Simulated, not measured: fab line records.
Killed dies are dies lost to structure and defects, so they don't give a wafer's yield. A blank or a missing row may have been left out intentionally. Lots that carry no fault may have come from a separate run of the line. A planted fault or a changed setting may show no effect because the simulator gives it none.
Matching of chambers / flow n5 finfet / 4 sister chambers for N5_BEOL_M9_ETCH_66 on rie diel-02
The step etches SOC in N2/H2, target depth 80 nm, overetch 16 nm, time 120 s. 18 wafers are shown with their chamber, then 9 later ones without.

WAFERS, EACH WITH ITS CHAMBER
wafer=L077.1; chamber=3; drypump motor current A (A)=5.5; throttle valve pct (%)=18.0; showerhead plenum p Torr (Torr)=2.64
wafer=L077.4; chamber=1; drypump motor current A (A)=5.7; throttle valve pct (%)=18.2; showerhead plenum p Torr (Torr)=2.72
wafer=L077.6; chamber=2; drypump motor current A (A)=5.0; throttle valve pct (%)=17.4; showerhead plenum p Torr (Torr)=2.70
wafer=L078.1; chamber=1; drypump motor current A (A)=5.6; throttle valve pct (%)=18.2; showerhead plenum p Torr (Torr)=2.72
wafer=L078.3; chamber=2; drypump motor current A (A)=5.0; throttle valve pct (%)=17.3; showerhead plenum p Torr (Torr)=2.70
wafer=L078.6; chamber=0; drypump motor current A (A)=5.2; throttle valve pct (%)=18.0; showerhead plenum p Torr (Torr)=2.63
wafer=L080.1; chamber=1; drypump motor current A (A)=5.6; throttle valve pct (%)=18.2; showerhead plenum p Torr (Torr)=2.72
wafer=L080.2; chamber=3; drypump motor current A (A)=5.5; throttle valve pct (%)=18.0; showerhead plenum p Torr (Torr)=2.64
wafer=L080.4; chamber=2; drypump motor current A (A)=5.0; throttle valve pct (%)=17.4; showerhead plenum p Torr (Torr)=2.70
wafer=L083.1; chamber=3; drypump motor current A (A)=5.5; throttle valve pct (%)=18.1; showerhead plenum p Torr (Torr)=2.64
wafer=L083.2; chamber=1; drypump motor current A (A)=5.6; throttle valve pct (%)=18.2; showerhead plenum p Torr (Torr)=2.71
wafer=L083.4; chamber=2; drypump motor current A (A)=5.0; throttle valve pct (%)=17.4; showerhead plenum p Torr (Torr)=2.70
wafer=L088.1; chamber=2; drypump motor current A (A)=5.0; throttle valve pct (%)=17.4; showerhead plenum p Torr (Torr)=2.70
wafer=L088.2; chamber=3; drypump motor current A (A)=5.5; throttle valve pct (%)=18.1; showerhead plenum p Torr (Torr)=2.64
wafer=L088.5; chamber=2; drypump motor current A (A)=5.0; throttle valve pct (%)=17.4; showerhead plenum p Torr (Torr)=2.70
wafer=L090.1; chamber=2; drypump motor current A (A)=5.0; throttle valve pct (%)=17.4; showerhead plenum p Torr (Torr)=2.69
wafer=L090.3; chamber=3; drypump motor current A (A)=5.5; throttle valve pct (%)=18.1; showerhead plenum p Torr (Torr)=2.63
wafer=L090.5; chamber=1; drypump motor current A (A)=5.6; throttle valve pct (%)=18.2; showerhead plenum p Torr (Torr)=2.71

SIGNATURES (means of the wafers above)
reading=drypump motor current A; chamber 0=5.200; chamber 1=5.620; chamber 2=5.000; chamber 3=5.500; scatter within a chamber=0.0239
reading=throttle valve pct; chamber 0=18.000; chamber 1=18.200; chamber 2=17.386; chamber 3=18.060; scatter within a chamber=0.0383
reading=showerhead plenum p Torr; chamber 0=2.6300; chamber 1=2.7160; chamber 2=2.6986; chamber 3=2.6380; scatter within a chamber=0.00452
Rule: a wafer lies at a distance from a chamber equal to the root of the sum of squares, over the readings, of (its reading less the chamber's mean, divided by the reading's scatter). The wafer belongs to the nearest chamber; if the next one is less than 2 further off, it can't be placed. The scatter: take each reading less its chamber's mean, square it, sum over the shown wafers, divide by the number of wafers less the number of chambers, and take the root.

WAFERS MISSING THEIR CHAMBER
wafer=L094.2; drypump motor current A (A)=5.6; throttle valve pct (%)=18.2; showerhead plenum p Torr (Torr)=2.71
wafer=L094.5; drypump motor current A (A)=5.2; throttle valve pct (%)=18.1; showerhead plenum p Torr (Torr)=2.62
wafer=L094.6; drypump motor current A (A)=5.7; throttle valve pct (%)=18.2; showerhead plenum p Torr (Torr)=2.71
wafer=L092.1; drypump motor current A (A)=5.5; throttle valve pct (%)=18.1; showerhead plenum p Torr (Torr)=2.63
wafer=L092.2; drypump motor current A (A)=5.0; throttle valve pct (%)=17.4; showerhead plenum p Torr (Torr)=2.69
wafer=L092.5; drypump motor current A (A)=5.6; throttle valve pct (%)=18.2; showerhead plenum p Torr (Torr)=2.71
wafer=L093.2; drypump motor current A (A)=5.2; throttle valve pct (%)=18.1; showerhead plenum p Torr (Torr)=2.61
wafer=L093.4; drypump motor current A (A)=5.2; throttle valve pct (%)=18.1; showerhead plenum p Torr (Torr)=2.61
wafer=L093.6; drypump motor current A (A)=5.7; throttle valve pct (%)=18.2; showerhead plenum p Torr (Torr)=2.71

WHICH CHAMBER EACH WENT THROUGH
wafer=L094.2; from the rows above=1; in truth=1
wafer=L094.5; from the rows above=0; in truth=0
wafer=L094.6; from the rows above=1; in truth=1
wafer=L092.1; from the rows above=3; in truth=3
wafer=L092.2; from the rows above=2; in truth=2
wafer=L092.5; from the rows above=1; in truth=1
wafer=L093.2; from the rows above=0; in truth=0
wafer=L093.4; from the rows above=0; in truth=0
wafer=L093.6; from the rows above=1; in truth=1
Placed correctly: 9 of 9. Number that these rows cannot place: 0. 0 placed wrongly.
